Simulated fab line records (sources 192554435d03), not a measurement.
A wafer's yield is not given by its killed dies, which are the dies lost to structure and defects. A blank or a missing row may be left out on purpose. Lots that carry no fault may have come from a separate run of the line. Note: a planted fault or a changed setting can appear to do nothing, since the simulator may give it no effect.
Split-lot study ; flow n5_finfet ; 7 lots, 21 wafers read, on a route of 1938 steps

## THE SPLIT ITSELF
At N5_FIN_SAQP_SPACER1_ALD_24 (deposits SiO2, target thk 20.3 nm, pulse time 1 s, purge time 2 s), the setting ald_cycles was moved away from the recipe's 218 on 4 of the 21 wafers read, by -10.1% to +5.0%. For the rest of the wafers, this setting stayed at what the recipe calls for.

## FROM THE SPLIT TO THE READING: what the file shows between them, 2 steps
- N5_FIN_SAQP_SPACER1_ETCHBACK_25: etches SiO2 in CHF3/O2, target depth 24.4 nm, time 12.2 s
- N5_FIN_SAQP_MANDREL1_REMOVE_56: chemistry HBr/Cl2/O2, target a-Si, stops on SiNx, bt time 10 s

## THE READING
cd_nm, in nm, at N5_FIN_SAQP_CD_MEAS_27 (target cd 20 nm). On this fab line, fault-free wafers typically give 20.29 nm with a standard deviation of 0.24 nm.

wafer;tool, chamber at the split;ald_cycles as run;against the recipe;cd_nm, nm;against lot-mates on the recipe
L076.3;ald_sin-03, 1,0;218;recipe;20.37;-
L076.4;ald_sin-03, 1,0;218;recipe;20.49;-
L076.6;ald_sin-03, 1;218;recipe;20.24;-
L077.1;ald_sin-04, 1;218;recipe;20.11;-
L077.2;ald_sin-04, 3;218;recipe;20.73;-
L077.5;ald_sin-04, 3;218;recipe;20.31;-
L085.1;ald_sin-04, 1;229;+5.0%;21.38;+0.95
L085.4;ald_sin-04, 3;229;+5.0%;21.29;+0.86
L085.5;ald_sin-04, 3;218;recipe;20.43;-
L088.1;ald_sin-03, 0,3;218;recipe;20.27;-
L088.4;ald_sin-03, 3;196;-10.1%;18.16;-2.17
L088.5;ald_sin-03, 0,3;218;recipe;20.39;-
L092.1;ald_sin-04, 2;218;recipe;20.43;-
L092.2;ald_sin-04, 3;228;+4.6%;21.16;+0.75
L092.3;ald_sin-04, 0;218;recipe;20.40;-
L093.1;ald_sin-02, 3;218;recipe;20.12;-
L093.3;ald_sin-02, 0;218;recipe;20.44;-
L093.6;ald_sin-02, 0;218;recipe;20.26;-
L094.2;ald_sin-02, 1,2;218;recipe;20.29;-
L094.5;ald_sin-02, 1;218;recipe;20.59;-
L094.6;ald_sin-02, 1,2;218;recipe;20.12;-
Where a row lists several chambers, the file gives one row for several wafers and doesn't say which wafer went through which chamber.

FIT RESULTS
A straight line over all 21 wafers: cd_nm changes by +0.206 nm for each +1% of ald_cycles; r = +0.97; the points scatter about the line by 0.16 nm.
The same after taking each lot's own level away (the mean of its wafers on the recipe; 21 wafers): +0.199 nm for each +1%; r = +0.97; scatter 0.16 nm.
The reading moves by 2 nm for the largest change in ald_cycles, on that fit.
The span of the lots' own levels, 20.273 to 20.430 nm, comes to 0.7 times the standard deviation stated above.
The two slopes are in agreement: the lot-to-lot level therefore moves the slope only a little.
Check: -1.76 nm against its lot-mates is what the line predicts for one of the wafers moved furthest among these (-10.1%) when that wafer is left out of the fit. Against them it came out at -2.17 nm.

## ADDITIONAL SPLITS CARRIED BY THESE WAFERS
These wafers also went through other splits before the reading. Each is held against what the fit with the lots' levels taken away leaves over:
other split on the same wafers;wafers away from the commonest value;r with cd_nm (lot level and that fit taken away)
N5_WELL_APT_COAT_02 spin_rpm;7;+0.01
N5_PMOS_HMC_CHANNEL_EPI_EXPOSE_06 dose_mj;6;-0.13
N5_PMOS_HMC_CHANNEL_EPI_PEB_07 peb_time_s;10;-0.02
N5_FIN_SAQP_ETCH_52 source_w;8;+0.07

## THE WHOLE CHAIN: every reading that the file lists as answering this split, in the file's order
step;what it does;reading;change (the file's fit);r (the file's)
N5_FIN_SAQP_SPACER1_ALD_24;deposits SiO2, target thk 20.3 nm, pulse time 1 s, purge time 2 s;SiO2_of_FIN_SAQP_SPACER1_ALD_24.thk_nm (the simulator's own value, which no gauge read);+0.214 nm for each +1% of the setting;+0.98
N5_FIN_SAQP_MANDREL1_REMOVE_56;chemistry HBr/Cl2/O2, target a-Si, stops on SiNx, bt time 10 s;FIN_SAQP.cd_nm (the simulator's own value, which no gauge read);+0.204 nm for each +1% of the setting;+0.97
N5_FIN_SAQP_CD_MEAS_27;target cd 20 nm;cd_nm;+0.202 nm for each +1% of the setting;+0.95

## THE FILE'S OWN FIT
cd_nm changes by +0.202 nm for each +1% of ald_cycles, r = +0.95.
